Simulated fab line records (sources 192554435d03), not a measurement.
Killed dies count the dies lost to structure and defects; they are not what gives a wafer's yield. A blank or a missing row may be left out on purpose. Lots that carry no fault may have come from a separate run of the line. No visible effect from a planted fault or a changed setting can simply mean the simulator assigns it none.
Chamber matching -- flow n5Finfet -- N5_FIN_SAQP_ETCH_51 on rieDiel-04: 4 sister chambers
The step etches SiARC in CF4, target depth 45.5 nm, time 75.8 s. 20 wafers are shown with their chamber, then 10 later ones without.

WAFERS, EACH WITH ITS CHAMBER
wafer,chamber,drypumpMotorCurrentA (A),throttleValvePct (%),showerheadPlenumPTorr (Torr)
L074.1,1,5.6,15.51,2.14
L074.2,3,5.6,15.33,2.07
L074.3,0,5.6,15.94,2.14
L079.1,0,5.6,15.96,2.13
L079.2,3,5.6,15.35,2.06
L079.3,2,6.5,15.89,2.04
L081.1,3,5.6,15.36,2.06
L081.2,0,5.6,15.97,2.13
L081.6,2,6.6,15.90,2.04
L084.1,3,5.6,15.37,2.06
L084.3,1,5.6,15.54,2.13
L084.6,0,5.6,15.96,2.13
L085.3,0,5.6,15.98,2.13
L085.4,2,6.5,15.92,2.03
L085.5,1,5.6,15.56,2.13
L089.1,1,5.6,15.56,2.13
L089.3,3,5.6,15.39,2.05
L089.6,3,5.6,15.40,2.06
L090.1,3,5.6,15.40,2.05
L090.3,2,6.5,15.94,2.03

SIGNATURES (means of the wafers above)
reading,chamber 0,chamber 1,chamber 2,chamber 3,scatter within a chamber
drypumpMotorCurrentA,5.600,5.600,6.525,5.600,0.0217
throttleValvePct,15.9620,15.5425,15.9125,15.3714,0.0228
showerheadPlenumPTorr,2.1320,2.1325,2.0350,2.0586,0.00581
Rule: a wafer's distance from a chamber is the root of the sum, over the readings, of the square of ((its reading less the chamber's mean) divided by the reading's scatter). The wafer belongs to the nearest chamber; if the next one is less than 2 further off, it can't be placed. The scatter is the square root of a quotient: the sum, over the shown wafers, of each reading's squared deviation from its chamber's mean, divided by wafers minus chambers.

WAFERS WHOSE CHAMBER IS MISSING
wafer,drypumpMotorCurrentA (A),throttleValvePct (%),showerheadPlenumPTorr (Torr)
L090.5,5.7,15.39,2.05
L091.1,5.6,15.39,2.05
L091.5,5.6,15.58,2.12
L091.6,6.5,15.95,2.03
L092.1,5.6,15.58,2.12
L092.2,6.5,15.96,2.03
L092.3,5.6,15.42,2.05
L094.2,5.6,15.57,2.12
L094.4,5.6,16.03,2.12
L094.6,5.6,15.42,2.05

EACH ONE'S CHAMBER
wafer,from the rows above,in truth
L090.5,3,3
L091.1,3,3
L091.5,1,1
L091.6,2,2
L092.1,1,1
L092.2,2,2
L092.3,3,3
L094.2,1,1
L094.4,0,0
L094.6,3,3
Placed correctly: 10 of 10. Not placeable from these rows: 0. Number placed wrongly: 0.
